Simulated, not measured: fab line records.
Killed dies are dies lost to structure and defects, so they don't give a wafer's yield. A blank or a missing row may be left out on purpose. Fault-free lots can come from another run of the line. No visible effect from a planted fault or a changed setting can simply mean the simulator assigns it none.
What tool caused it? -- flow n5-finfet -- 11 lots with 33 wafers sampled at 3 steps, on a route of 1938 steps

## WHAT THE GAUGES READ, wafer by wafer
N5_BEOL_M14_THK_MEAS_50: measures by xrf.
lot,measured,on,M14_THK (nm)
L075,day 12 08:45,film-metro-01,549 539 542
L079,day 12 11:26,film-metro-02,541 541 541
L078,day 12 20:11,film-metro-01,562 567 546
L081,day 13 11:56,film-metro-02,541 557 542
L084,day 14 10:49,film-metro-02,549 536 539
L085,day 14 22:53,film-metro-01,537 554 535
L087,day 15 02:54,film-metro-01,535 531 556
L089,day 15 23:48,film-metro-02,551 548 548
L091,day 16 04:46,film-metro-01,555 538 537
L094,day 16 20:08,film-metro-02,552 546 552
L095,day 17 11:44,film-metro-01,563 550 564

## EACH LOT AND THE TOOL THAT RAN IT (in order: tool; ch and the chambers of the sampled wafers; start)
lot,N5_BEOL_M14_ETCH_68,N5_BEOL_M14_SPUTTER_43
L075,"rie-diel-02 ch 0,3, day 12 05:03","pvd-sputter-02, day 12 06:29"
L079,"rie-diel-06 ch 0,2, day 12 07:34","pvd-sputter-01, day 12 10:23"
L078,"rie-diel-06 ch 0,1,3, day 12 17:22","pvd-sputter-02, day 12 19:08"
L081,"rie-diel-06 ch 0,2,3, day 13 08:44","pvd-sputter-03, day 13 10:52"
L084,"rie-diel-02 ch 2,3, day 14 06:30","pvd-sputter-01, day 14 08:56"
L085,"rie-diel-05 ch 0,1, day 14 17:04","pvd-sputter-01, day 14 20:49"
L087,"rie-diel-05 ch 0,1,2, day 14 22:20","pvd-sputter-02, day 15 01:51"
L089,"rie-diel-02 ch 0,3, day 15 15:19","pvd-sputter-03, day 15 21:58"
L091,"rie-diel-05 ch 0,1, day 15 22:29","pvd-sputter-02, day 16 03:41"
L094,"rie-diel-02 ch 0,1,2, day 16 11:25","pvd-sputter-01, day 16 19:04"
L095,"rie-diel-06 ch 0,1,3, day 17 06:01","pvd-sputter-02, day 17 09:53"
- N5_BEOL_M14_ETCH_68: etches SOC in N2/H2, time 450 s.
- N5_BEOL_M14_SPUTTER_43: material TaN, target thk 15 nm, time 24.19 s.

## THE ANSWER, worked out from the rows above alone
Rule: what is usual is taken from the lots themselves. The widest of any qualifying gaps counts: lots, ordered by their means at a reading, are off when they make up no more than a third of the lots, leave a main group of 4 or more, and stand apart from it by 3 or more times the standard deviation of that group's means. Not used: any main group whose means are identical at the precision the tables above print for the reading. Also off: a lot with no number at a reading for which 4 or more lots have one. Where the step has rows for the other lots, those lots are counted as sound.
None of the lots is off at any reading shown; this tells nothing.

## WHAT WAS PUT IN BY THE SIMULATOR
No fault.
